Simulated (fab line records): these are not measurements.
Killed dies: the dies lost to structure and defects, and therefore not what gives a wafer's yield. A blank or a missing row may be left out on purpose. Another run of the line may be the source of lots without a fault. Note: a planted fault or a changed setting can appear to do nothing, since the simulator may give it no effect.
Split-lot trial ; flow n5Finfet ; 7 lots, 21 wafers read, on a route of 1938 steps

ON THE SPLIT
At N5_BEOL_M15_PEB_26 (peb time 90 s), the setting pebTempC was moved away from the recipe's 130 C on 8 of the 21 wafers read, by -0.9% to +2.5%. All remaining wafers had this setting at the recipe value.

FROM THE SPLIT TO THE READING: what the file shows between them, 2 steps
- N5_BEOL_M15_DEVELOP_27: develop time 45 s
- N5_BEOL_M15_HARDBAKE_32: time 120 s

THE READING
cdNm (nm) at N5_BEOL_M15_CD_MEAS_28, where the cd target is 407.6 nm. Fault-free wafers of this fab line usually give 407.3 nm, standard deviation 2.3 nm.

wafer;tool, chamber at the split;pebTempC as run, C;against the recipe;cdNm, nm;against lot-mates on the recipe
L078.1;lithoTrack-05, 0;132.7;+2.1%;417.8;+13.0
L078.4;lithoTrack-05, 0;132.7;+2.1%;419.5;+14.7
L078.5;lithoTrack-05, 0;130;recipe;404.8;-
L085.2;lithoTrack-04, 0;130;recipe;405.5;-
L085.4;lithoTrack-04, 0;130;recipe;405.9;-
L085.6;lithoTrack-04, 0;130;recipe;402.6;-
L086.1;lithoTrack-04, 0;131.2;+0.9%;411.6;+6.2
L086.3;lithoTrack-04, 0;130;recipe;406.5;-
L086.6;lithoTrack-04, 0;130;recipe;404.3;-
L087.2;lithoTrack-02, 0;133.2;+2.5%;419.4;+10.9
L087.3;lithoTrack-02, 0;133.2;+2.5%;419.6;+11.1
L087.6;lithoTrack-02, 0;130;recipe;408.5;-
L091.2;lithoTrack-04, 0;132.4;+1.8%;417.0;+10.1
L091.3;lithoTrack-04, 0;130;recipe;407.2;-
L091.4;lithoTrack-04, 0;130;recipe;406.6;-
L095.1;lithoTrack-05, 0;130;recipe;413.2;-
L095.2;lithoTrack-05, 0;130;recipe;410.6;-
L095.3;lithoTrack-05, 0;128.8;-0.9%;404.1;-7.8
L097.1;lithoTrack-04, 0;129;-0.8%;402.5;-2.1
L097.2;lithoTrack-04, 0;130;recipe;402.9;-
L097.4;lithoTrack-04, 0;130;recipe;406.3;-

THE FIT
A straight line over all 21 wafers: cdNm changes by +5.33 nm for each +1% of pebTempC; r = +0.92; the points scatter about the line by 2.4 nm.
The same after taking each lot's own level away (the mean of its wafers on the recipe; 21 wafers): +5.47 nm for each +1%; r = +0.96; scatter 1.7 nm.
On that fit, the largest move of pebTempC shifts the reading by 13 nm.
From 404.60 to 411.90 nm: that is the span of the lots' own levels, equal to 3.2 times the standard deviation above.
Hence the lot-to-lot level has little effect on the slope; both slopes agree.
Check: with one of the wafers moved furthest among these (+2.5%) left out of the fit, the line predicts +14.3 nm for it against its lot-mates. Against them it came out at +10.9 nm.

ADDITIONAL SPLITS CARRIED BY THESE WAFERS
These wafers also went through other splits before the reading. Each is held against what the fit with the lots' levels taken away leaves over:
other split on the same wafers;wafers away from the commonest value;r with cdNm (lot level and that fit taken away)
N5_BEOL_M14_TRENCH_ETCH_34 timeS;9;-0.05
N5_BEOL_M15_COAT_22 spinRpm;4;+0.11

THE WHOLE CHAIN: every reading that the file lists as answering this split, in the file's order
step;what it does;reading;change (the file's fit);r (the file's)
N5_BEOL_M15_CD_MEAS_28;target cd 407.6 nm;cdNm;+5.54 nm for each +1% of the setting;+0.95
N5_BEOL_M15_DESCUM_33;chemistry O2, time 7.9 s;BEOL_M15.cdNm (the simulator's own value, which no gauge read);+5.57 nm for each +1% of the setting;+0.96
N5_BEOL_M15_ETCH_61;etches BARC in N2/H2, target depth 89 nm, overetch 26.7 nm, time 67.9 s;BEOL_M15.cdNm (the simulator's own value, which no gauge read);+5.73 nm for each +1% of the setting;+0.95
N5_BEOL_M15_TRENCH_ETCH_34;etches SiO2 in C4F8/O2/Ar, target depth 872.93 nm, time 199 s;BEOL_M15.cdNm (the simulator's own value, which no gauge read);+5.76 nm for each +1% of the setting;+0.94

FILE'S OWN FIT
cdNm changes by +5.54 nm for each +1% of pebTempC, r = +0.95.
